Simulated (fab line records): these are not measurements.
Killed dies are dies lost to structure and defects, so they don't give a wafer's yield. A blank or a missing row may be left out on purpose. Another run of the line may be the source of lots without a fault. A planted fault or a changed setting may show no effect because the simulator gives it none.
Matching of chambers | flow n5 finfet | N5_BEOL_M8_CURE_74 on uv cure-01: 3 sister chambers
The step cures SiCOH lowk, time 240 s. 16 wafers are shown with their chamber, then 8 later ones without.

== WAFERS PAIRED WITH THEIR CHAMBERS ==
wafer  | chamber | wafer_temp_C_max | lamp power pct (%)
L074.1 | 1       | 387.8            | 52.32
L074.3 | 1       | 387.8            | 52.39
L074.5 | 1       | 387.9            | 52.19
L077.2 | 2       | 386.0            | 52.29
L077.5 | 2       | 386.2            | 52.38
L077.6 | 2       | 385.8            | 52.28
L078.2 | 0       | 387.0            | 52.31
L078.3 | 0       | 387.2            | 52.21
L078.6 | 0       | 387.2            | 52.29
L080.1 | 0       | 386.6            | 52.25
L080.4 | 0       | 386.1            | 52.26
L080.6 | 0       | 386.8            | 52.20
L087.2 | 2       | 385.8            | 52.28
L087.4 | 2       | 386.1            | 52.41
L087.6 | 2       | 386.1            | 52.25
L093.1 | 0       | 386.6            | 52.25

SIGNATURES, as means of the wafers listed above
reading          | chamber 0 | chamber 1 | chamber 2 | scatter within a chamber
wafer_temp_C_max | 386.786   | 387.833   | 386.000   | 0.288
lamp power pct   | 52.2529   | 52.3000   | 52.3150   | 0.0623
Rule: a wafer lies at a distance from a chamber equal to the root of the sum of squares, over the readings, of (its reading less the chamber's mean, divided by the reading's scatter). The wafer belongs to the nearest chamber; if the next one is less than 2 further off, it can't be placed. The scatter is the square root of a quotient: the sum, over the shown wafers, of each reading's squared deviation from its chamber's mean, divided by wafers minus chambers.

== WAFERS WHOSE CHAMBER IS MISSING ==
wafer  | wafer_temp_C_max | lamp power pct (%)
L093.2 | 387.0            | 52.26
L093.4 | 386.5            | 52.33
L091.1 | 388.5            | 52.41
L091.2 | 389.3            | 52.23
L091.6 | 388.7            | 52.35
L096.1 | 388.8            | 52.43
L096.2 | 387.8            | 52.37
L096.4 | 387.9            | 52.34

== WHICH CHAMBER EACH WENT THROUGH ==
wafer  | from the rows above     | in truth
L093.2 | 0                       | 0
L093.4 | can't be placed: 0 or 2 | 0
L091.1 | 1                       | 1
L091.2 | 1                       | 1
L091.6 | 1                       | 1
L096.1 | 1                       | 1
L096.2 | 1                       | 1
L096.4 | 1                       | 1
Correct placement for 7 of the 8. From these rows, 1 cannot be placed; in 1 the true chamber is one of the candidates. Number placed wrongly: 0.
